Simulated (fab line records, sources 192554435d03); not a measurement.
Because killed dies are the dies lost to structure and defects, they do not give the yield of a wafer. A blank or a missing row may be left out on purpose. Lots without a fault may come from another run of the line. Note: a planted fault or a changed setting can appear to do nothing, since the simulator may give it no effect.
A struck lot beside a sound one ; flow n5_finfet ; 14 out of 1938 route steps
Sound: these wafers, L525.2, L525.4, L525.5. Struck: wafer L529.4 (left out: L529.2, L529.6 of the same lot, which were not struck); the cause appears at the end.
For every step that has rows: the tool of each side, followed by ch and its chambers, followed by its first start. Under that, the readings that differ: sound wafers ; struck wafers ; difference of the means ; sigmas: that difference in standard deviations of wafers without a fault.
alike: same words and numbers on both sides, and readings whose means sit less than 2 such deviations apart. not compared: any withheld reading, any reading some wafer has no value for, any bound like >300 that may hide the same value, and any number with overlapping values for which the record gives no deviation.
Wherever a step has rows on one side only, a row that says differs or no value, or a row with sigmas, the two part there. Non-overlapping numbers with no deviation appear without sigmas and do not part them. A reading missing from all wafers of one side parts the sides only when that side holds two or more wafers.

first, 5 steps without rows for these wafers: N5_PASSIVATION_SOFTBAKE_05 (time 90 s); N5_PASSIVATION_EXPOSE_07 (exposes mask TV, defocus 0 nm, target cd 3000 nm); N5_PASSIVATION_PEB_08; N5_PASSIVATION_DEVELOP_09 (develop time 60 s); N5_PASSIVATION_HARDBAKE_11 (time 120 s).
N5_PASSIVATION_CD_MEAS_10: target cd 3000 nm.
  sound on cd_sem-03 ch 0, day 11 16:32; struck on cd_sem-03 ch 0, day 12 23:04
  alike: cd_nm
N5_PASSIVATION_OVL_MEAS_60:
  sound on overlay-02 ch 0, day 11 16:34; struck on overlay-01 ch 0, day 12 23:05
  alike: TV_OVL
N5_PASSIVATION_INSPECT_61: inspects for defects (macro).
  sound: defect_inspect-01 at day 11 16:35; struck: defect_inspect-02 at day 12 23:07
  alike: raw_defect_count
N5_PASSIVATION_DESCUM_12: chemistry O2, time 7.9 s.
  sound on rie_diel-01 ch 1,3, day 11 16:52; struck on rie_diel-01 ch 3, day 12 23:18
  alike: drypump_motor_current_A, oes_product_au, rf_fwd_power_W, rf_vpp_V, showerhead_plenum_p_Torr, throttle_valve_pct
  not compared: rf_hours_counter_h
N5_PASSIVATION_PASS_ETCH_74: etches SiNx in CF4/O2, target depth 220 nm, time 110 s.
  sound on rie_diel-01 ch 1,3, day 11 16:56; struck on rie_diel-01 ch 3, day 12 23:22
  alike: drypump_motor_current_A, mfc_ar_sccm, oes_product_au, rf_fwd_power_W, rf_vpp_V, showerhead_plenum_p_Torr, throttle_valve_pct
  not compared: rf_hours_counter_h
N5_PASSIVATION_VIA_ETCH_13: etches SiO2 in CHF3/O2, target depth 660 nm, time 330 s.
  sound on rie_diel-01 ch 1,3, day 11 17:01; struck on rie_diel-01 ch 3, day 12 23:28
  alike: drypump_motor_current_A, etch_rf_on_time_s, mfc_ar_sccm, oes_product_au, rf_fwd_power_W, rf_vpp_V, showerhead_plenum_p_Torr, throttle_valve_pct
  not compared: rf_hours_counter_h
N5_PASSIVATION_STRIP_14: strips in O2.
  sound on rie_diel-01 ch 1,3, day 11 17:13; struck on rie_diel-01 ch 3, day 12 23:39
  alike: drypump_motor_current_A, oes_product_au, rf_vpp_V, showerhead_plenum_p_Torr, throttle_valve_pct
  not compared: rf_hours_counter_h
N5_PASSIVATION_ETCH_15: etches SiCN in CF4/N2, target depth 75 nm, time 81.2 s.
  sound on rie_diel-01 ch 1,3, day 11 17:16; struck on rie_diel-01 ch 3, day 12 23:41
reading;sound;struck;difference;sigmas
model.etch.depth_nm (nm);65.39 66.86 66.86;57.4;-9.0;
  alike: drypump_motor_current_A, mfc_ar_sccm, oes_product_au, rf_fwd_power_W, rf_vpp_V, showerhead_plenum_p_Torr, throttle_valve_pct
  not compared: rf_hours_counter_h
then, 1 step without rows for these wafers: N5_PASSIVATION_STRIP_73 (strips in post etch residue remover, time 60 s).

== WHERE THEY PART ==
Nowhere in this record.

WHY: what had been put in by the simulator
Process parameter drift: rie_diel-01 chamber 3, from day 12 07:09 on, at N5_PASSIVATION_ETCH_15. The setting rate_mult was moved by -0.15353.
